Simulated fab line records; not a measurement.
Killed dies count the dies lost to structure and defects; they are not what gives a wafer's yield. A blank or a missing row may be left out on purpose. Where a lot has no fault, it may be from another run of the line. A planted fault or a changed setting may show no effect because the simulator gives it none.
fab line records    flow nand-harc
[record] lots = 12  wafers = 36  last-day = 33
route steps=1302 shown HYBRID_BOND@1237 THIN_TSV@1244 END@1302
lots untouched by any fault: they come from a run of this same line in which no faults occurred
start-h: start of the lot's first displayed wafer, in hours after the record's first day    wait-h: hours since the lot's step before    " repeats the value in the row above    L1.1+2: several wafers, shown together as one row    - no value present, or no start provided    * or withheld: withheld    < > ~ a bound
route shown NAME@n: NAME is a module with steps in the file, n the number in the route of the first one    usual: average and standard deviation across the fault-free wafers    same: alike in all rows    chamber/n: place in a boat    sites: readings site by site    _std_site: the values' standard deviation    _edge_site: mean of outer sites minus mean of inner sites    radius-mm: for every site, how far away it sits from the centre of the wafer    mask NAME#n: copy n    behind: the tool/chamber that last shaped the wafer    hold: cause of the lot's hold/its duration in hours/its outcome    device: whichever transistor did not switch (one of n, p or np)    end of line: tests of these same wafers at the route's end    for a step that has no rows: nothing shown but its recipe    killed: dies lost to structure and defects at the first sort, not the wafer's yield    map: shows each die of a wafer: x if killed, . if not, _ if none is there
set.NAME: the setting the step ran with; set.NAME@STEP: the setting that earlier step ran with    model.NAME: the simulator's own value behind a step, which no gauge read
route steps across a sampled set of lots; one table per step, one row per wafer
services: the hour from which a tool's chamber was out of use, counted from the record's first day as start-h (under 0 if before that day), plus the number of hours and why
[[steps]]
[step NHARC_HYBRID_BOND_ACTIVATE_00]
[recipe] time-s = 60  n2-flow-sccm = 200  ar-flow-sccm = 0  bias-power-w = 0  chemistry = N2
[usual] drypump-motor-current-A = 5.3/0.36  n2-flow-sccm = 200.0/0.61  oes-product-au = 1.006/0.013  rf-vpp-V = 64.1/0.83  showerhead-plenum-p-Torr = 1.78/0.091
lot.wafer  tool         chamber  start-h  wait-h  drypump-motor-current-A  n2-flow-sccm  oes-product-au  rf-hours-counter-h  rf-vpp-V  showerhead-plenum-p-Torr
L599.4     rie-diel-09  3        552.65   0.1     5.4                      199.0         1.016           4                   64.5      1.88
L599.5     "            3        "        "       5.4                      199.4         1.024           -                   65.0      1.88
L599.6     "            0        "        "       5.3                      199.7         1.014           -                   62.6      1.71
L601.3     rie-diel-09  0        567.63   0.1     5.4                      200.6         1.023           5                   65.0      1.71
L601.4     "            1        "        "       4.9                      200.1         0.994           5                   63.8      1.87
L601.5     "            3        "        "       5.4                      200.0         1.022           -                   65.2      1.88
L603.3     rie-diel-09  1        568.18   0.1     4.9                      200.2         0.996           5                   64.0      1.87
L603.4     "            2        "        "       5.3                      199.7         1.006           5                   63.5      1.68
L603.2     "            0        "        "       5.3                      201.1         1.033           5                   63.9      1.71
L604.4     rie-diel-09  1        570.56   0.1     4.9                      199.8         0.993           5                   63.5      1.87
L604.1     "            2        "        "       5.3                      201.2         1.013           5                   62.7      1.68
L604.5     "            2        "        "       5.3                      199.4         1.005           -                   63.3      1.68
L605.1     rie-diel-09  1        600.37   0.1     4.9                      201.0         0.984           7                   63.6      1.87
L605.3     "            2        "        "       5.3                      200.2         1.008           8                   64.0      1.68
L605.6     "            1        "        "       4.9                      200.5         0.985           -                   64.6      1.87
L607.2     rie-diel-09  2        610.52   0.1     5.3                      199.8         1.002           9                   62.6      1.68
L607.1     "            1        "        "       4.9                      200.5         0.996           8                   64.0      1.87
L607.5     "            2        "        "       5.3                      199.9         1.004           -                   63.3      1.68
L608.1     rie-diel-10  0        612.87   0.1     6.3                      199.1         0.990           1                   64.0      1.75
L608.2     "            1        "        "       5.1                      200.2         1.005           1                   62.6      1.73
L608.6     "            0        "        "       6.3                      199.8         0.993           -                   64.5      1.75
L609.4     rie-diel-09  1        634.63   0.1     4.9                      200.2         0.983           11                  66.0      1.87
L609.3     "            3        "        "       5.4                      199.6         1.013           11                  65.1      1.88
L609.5     "            1        "        "       4.9                      198.9         0.985           -                   65.4      1.87
L610.1     rie-diel-09  3        640.94   0.1     5.4                      200.1         1.016           11                  64.7      1.88
L610.4     "            1        "        "       4.9                      199.6         0.985           11                  64.9      1.87
L610.6     "            2        "        "       5.3                      200.1         1.008           -                   64.7      1.68
L613.4     rie-diel-09  2        667.03   0.1     5.3                      200.2         1.017           15                  62.9      1.67
L613.2     "            1        "        "       4.9                      200.0         0.985           15                  65.3      1.87
L613.6     "            2        "        "       5.3                      201.0         1.017           -                   63.9      1.67
L621.3     rie-diel-09  1        751.38   0.1     4.9                      200.4         1.000           7                   64.6      1.87
L621.2     "            2        "        "       5.3                      199.6         1.013           7                   63.8      1.67
L621.5     "            1        "        "       4.9                      199.7         0.988           -                   62.4      1.87
L622.1     rie-diel-09  0        767.00   0.1     5.3                      200.5         1.000           9                   64.1      1.70
L622.3     "            1        "        "       4.9                      201.5         0.992           9                   64.7      1.86
L622.2     "            2        "        "       5.3                      200.1         1.003           9                   61.9      1.67
[step NHARC_THIN_TSV_GRIND_00]
[recipe] target-thk-um = 6
[usual] motor-current-A = 11.996/0.023  slurry-flow-ml-min = 150.0/0.47
lot.wafer  tool        chamber  start-h  wait-h  motor-current-A  slurry-flow-ml-min
L599.4     grinder-01  0        564.04   1.9     11.966           150.4
L599.5     "           0        "        "       12.010           149.7
L599.6     "           0        "        "       11.967           150.6
L603.2     grinder-01  0        577.47   0.3     11.970           149.4
L603.3     "           0        "        "       11.966           149.1
L603.4     "           0        "        "       12.004           149.3
L601.3     grinder-01  0        578.86   1.7     12.010           150.3
L601.4     "           0        "        "       12.026           149.9
L601.5     "           0        "        "       11.980           150.4
L604.1     grinder-01  0        579.67   2.5     12.030           150.3
L604.4     "           0        "        "       12.003           150.4
L604.5     "           0        "        "       11.987           150.2
L605.1     grinder-01  0        608.49   1.3     12.027           149.5
L605.3     "           0        "        "       11.989           149.3
L605.6     "           0        "        "       11.975           150.5
L608.1     grinder-01  0        620.14   0.1     11.996           150.7
L608.2     "           0        "        "       12.024           150.5
L608.6     "           0        "        "       11.981           150.5
L607.1     grinder-01  0        621.34   1.3     11.972           149.9
L607.2     "           0        "        "       12.012           149.8
L607.5     "           0        "        "       11.993           150.3
L609.3     grinder-01  0        646.24   0.5     11.946           150.0
L609.4     "           0        "        "       12.028           149.6
L609.5     "           0        "        "       12.003           149.9
L610.1     grinder-01  0        651.61   1.4     11.986           149.7
L610.4     "           0        "        "       11.949           149.3
L610.6     "           0        "        "       11.978           149.6
L613.2     grinder-01  0        678.35   1.5     11.981           150.0
L613.4     "           0        "        "       12.001           150.1
L613.6     "           0        "        "       11.973           150.2
L621.2     grinder-01  0        762.61   0.3     12.010           150.6
L621.3     "           0        "        "       12.011           150.2
L621.5     "           0        "        "       12.008           149.5
L622.1     grinder-01  0        776.61   0.1     11.988           150.9
L622.2     "           0        "        "       12.026           149.9
L622.3     "           0        "        "       11.996           149.6
[step NHARC_THIN_TSV_CD_MEAS_12]
[recipe] target-cd-nm = 1000  landing-energy-ev = 500
[usual] cd-nm = 999.7/2.4
lot.wafer  tool       chamber  start-h  wait-h  cd-nm
L599.4     cd-sem-01  0        565.86   -       995.8
L599.5     "          0        "        "       999.5
L599.6     "          0        "        "       998.2
L603.2     cd-sem-01  0        579.68   -       995.1
L603.3     "          0        "        "       996.7
L603.4     "          0        "        "       997.4
L601.3     cd-sem-02  0        581.02   -       1002.3
L601.4     "          0        "        "       997.1
L601.5     "          0        "        "       1001.5
L604.1     cd-sem-03  0        582.09   -       998.9
L604.4     "          0        "        "       998.0
L604.5     "          0        "        "       1001.7
L605.1     cd-sem-02  0        610.90   -       997.5
L605.3     "          0        "        "       996.8
L605.6     "          0        "        "       998.2
L608.1     cd-sem-03  0        622.55   -       1004.2
L608.2     "          0        "        "       1000.5
L608.6     "          0        "        "       998.2
L607.1     cd-sem-02  0        623.77   -       1000.6
L607.2     "          0        "        "       1000.6
L607.5     "          0        "        "       999.9
L609.3     cd-sem-03  0        648.38   -       999.8
L609.4     "          0        "        "       1001.5
L609.5     "          0        "        "       997.9
L610.1     cd-sem-03  0        654.17   -       1000.6
L610.4     "          0        "        "       999.2
L610.6     "          0        "        "       1005.2
L613.2     cd-sem-01  0        680.63   -       1003.3
L613.4     "          0        "        "       998.5
L613.6     "          0        "        "       1004.9
L621.2     cd-sem-03  0        764.96   -       1001.4
L621.3     "          0        "        "       1003.9
L621.5     "          0        "        "       1002.3
L622.1     cd-sem-02  0        779.13   -       996.8
L622.2     "          0        "        "       997.5
L622.3     "          0        "        "       1000.2
[step NHARC_THIN_TSV_ETCHBACK_48]
[recipe] target-depth-a = 10285  over-etch-frac = 0.3  time-s = 405.17  ion-energy-ev = 250  c4f8-flow-sccm = withheld  ar-flow-sccm = withheld  rf-w = 600  bias-w = 300  chemistry = C4F8/Ar
[usual] oes-product-au = 0.96/0.034  rf-vpp-V = 546/3.2
lot.wafer  tool         chamber  start-h  wait-h  oes-product-au  rf-hours-counter-h  rf-vpp-V
L599.4     rie-diel-11  3        568.13   -       0.93            7.6                 546
L599.6     "            2        "        "       0.91            -                   550
L599.5     "            3        "        "       0.92            -                   545
L603.3     rie-diel-06  1        582.04   -       1.03            4.5                 551
L603.4     "            2        "        "       1.00            4.4                 550
L603.2     "            3        "        "       0.99            3.4                 543
L601.4     rie-diel-11  3        583.24   -       0.93            9.5                 546
L601.3     "            0        "        "       0.94            9.4                 545
L601.5     "            0        "        "       0.94            -                   543
L604.4     rie-diel-06  3        584.48   -       1.00            3.5                 542
L604.1     "            0        "        "       0.99            3.3                 545
L604.5     "            2        "        "       0.93            -                   549
L605.3     rie-diel-06  2        613.13   -       0.93            5.8                 549
L605.1     "            1        "        "       0.96            6.3                 550
L605.6     "            3        "        "       0.94            -                   543
L608.1     rie-diel-11  0        624.91   -       0.99            0.6                 544
L608.2     "            1        "        "       0.94            0.8                 552
L608.6     "            2        "        "       0.97            -                   551
L607.1     rie-diel-06  3        626.00   -       0.94            5.5                 543
L607.2     "            2        "        "       0.94            6.4                 548
L607.5     "            0        "        "       0.92            -                   544
L609.4     rie-diel-03  3        650.61   -       1.00            0.1                 543
L609.3     "            0        "        "       1.00            0.1                 545
L609.5     "            0        "        "       0.99            -                   548
L610.4     rie-diel-06  0        656.46   -       0.99            6.9                 546
L610.1     "            2        "        "       1.01            7.6                 550
L610.6     "            1        "        "       1.00            -                   550
L613.2     rie-diel-11  3        682.93   -       0.93            4.0                 544
L613.4     "            0        "        "       0.93            3.4                 545
L613.6     "            1        "        "       0.90            -                   552
L621.3     rie-diel-06  2        767.19   -       0.93            5.4                 549
L621.2     "            1        "        "       0.92            5.1                 551
L621.5     "            3        "        "       0.93            -                   543
L622.1     rie-diel-06  3        781.37   -       0.94            6.7                 541
L622.2     "            1        "        "       0.91            6.0                 550
L622.3     "            2        "        "       0.93            6.3                 550
[step NHARC_END_SORT_01]
[recipe] temp-c = 25
[usual] defect-limited-yield = 91.6/2.4  killed-at-array = 52/16  killed-at-other = 0.8/0.98  killed-at-periphery = 4.2/2.9  killed-dies = 57/16  killed-open = 3.3/1.9  killed-short = 2.5/1.5  sort_bin_2_pct = 3.0/1  sort_bin_3_pct = 0.6/0.31  sort_bin_4_pct = 4.8/1.5  sort-n-pass = 620/16  sort-rim-yield-pct = 90/4.1  sort-yield-pct = 91.6/2.4
[same] gross-dies = 677  sort_bin_5_pct[%] = 0  sort_bin_6_pct[%] = 0  sort_bin_7_pct[%] = 0  sort_bin_8_pct[%] = 0  sort-rim-n-gross = 106.00
lot.wafer  tool       chamber  start-h  wait-h  defect-limited-yield[%]  killed-at-array  killed-at-other  killed-at-periphery  killed-dies  killed-open  killed-short  sort_bin_2_pct[%]  sort_bin_3_pct[%]  sort_bin_4_pct[%]  sort-n-pass  sort-rim-yield-pct[%]  sort-yield-pct[%]
L613.2     prober-01  0        695.03   2.8     92.6                     47               1                2                    50           2            2             3.2                0.3                3.8                627          85                     92.6
L613.4     prober-01  0        696.62   3.4     91.6                     54               0                3                    57           5            1             2.8                0.1                5.5                620          91                     91.6
L613.6     prober-01  0        698.21   4.0     0                        41               632              4                    677          4            0             95.3               0.6                4.1                0            0                      0
// killed by level:class
L613.2 A_CHANNEL_HOLE_D1:chamber-film-flake=28 A_STAIRCASE:chamber-film-flake=4 A_SLIT:chamber-film-flake=3 A_WL_FILL:chamber-film-flake=3 A_CONTACT:chamber-film-flake=3 A_ONON_D1:geometric-particle:open=1 A_WL_FILL:geometric-particle:short=1 A_WL_FILL:geometric-particle:open=1
L613.4 A_CHANNEL_HOLE_D1:chamber-film-flake=39 A_STAIRCASE:chamber-film-flake=4 A_SLIT:chamber-film-flake=3 A_M0:geometric-particle:open=2 A_CONTACT:chamber-film-flake=2 P_M0:geometric-particle:open=1 A_WL_FILL:geometric-particle:short=1 A_BLC:geometric-particle:open=1
L613.6 THIN_TSV:area-cmp=632 A_CHANNEL_HOLE_D1:chamber-film-flake=22 A_STAIRCASE:chamber-film-flake=6 A_CONTACT:chamber-film-flake=3 A_CHANNEL_HOLE_D1:geometric-particle:open=2 P_ZERO_WELL:chamber-film-flake=2 A_DECK1_JOINT:chamber-film-flake=2 A_SLIT:chamber-film-flake=2
[[services]]
tool         chamber  start-h  hours  kind
rie-diel-06  2        546.52   5.6    repair
grinder-01   -        548.36   1.6    repair
rie-diel-06  3        548.80   16.2   repair
rie-diel-06  0        554.60   14.6   repair
rie-diel-10  1        556.92   5.6    repair
grinder-01   -        565.29   1.2    repair
rie-diel-03  3        575.24   11.4   repair
rie-diel-11  -        581.78   0.6    repair
rie-diel-11  2        584.17   9.8    repair
rie-diel-10  -        597.39   9.0    pm
grinder-01   -        597.90   1.3    repair
rie-diel-03  0        602.78   9.4    repair
rie-diel-11  -        609.53   9.0    pm
rie-diel-10  0        613.72   37.9   repair
grinder-01   -        616.09   2.7    repair
grinder-01   -        628.29   0.3    repair
grinder-01   -        637.02   1.0    repair
rie-diel-06  -        661.21   9.0    pm
grinder-01   -        667.58   1.2    repair
rie-diel-09  -        674.40   9.0    pm
grinder-01   -        701.53   0.3    repair
rie-diel-06  0        723.30   9.0    repair
grinder-01   -        736.00   8.0    pm
rie-diel-06  0        759.74   16.7   repair
[[key]]
[first-sign] step = NHARC_END_SORT_01  reading = killed-at-other  direction = up  sigmas = 99+  usual = 0.8  struck = 632
[effect] step = NHARC_END_SORT_01  reading = sort_bin_2_pct  direction = up  sigmas = 92  usual = 3.0  struck = 95.3
[more-kills-born-at] NHARC_THIN_TSV_CMP_01@cmp-03 = 632
met-at NHARC_THIN_TSV_GRIND_00
struck-lots L613
struck-wafers L613.6
later-rows-left-out L613.6
not-acting-at NHARC_HYBRID_BOND_ACTIVATE_00,NHARC_THIN_TSV_CD_MEAS_12,NHARC_THIN_TSV_ETCHBACK_48
onset-between 651.61 678.35
[fault] kind = process-parameter-drift  tool = grinder-01  chamber = -  onset-h = 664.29  steps = NHARC_THIN_TSV_GRIND_00  channel = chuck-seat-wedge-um  offset = 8  shape = step  end-h = 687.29  scope = struck-wafers-only
// later-rows-left-out: the simulator's readings of these wafers behind a module that went badly wrong aren't trusted and aren't shown, but for the sort
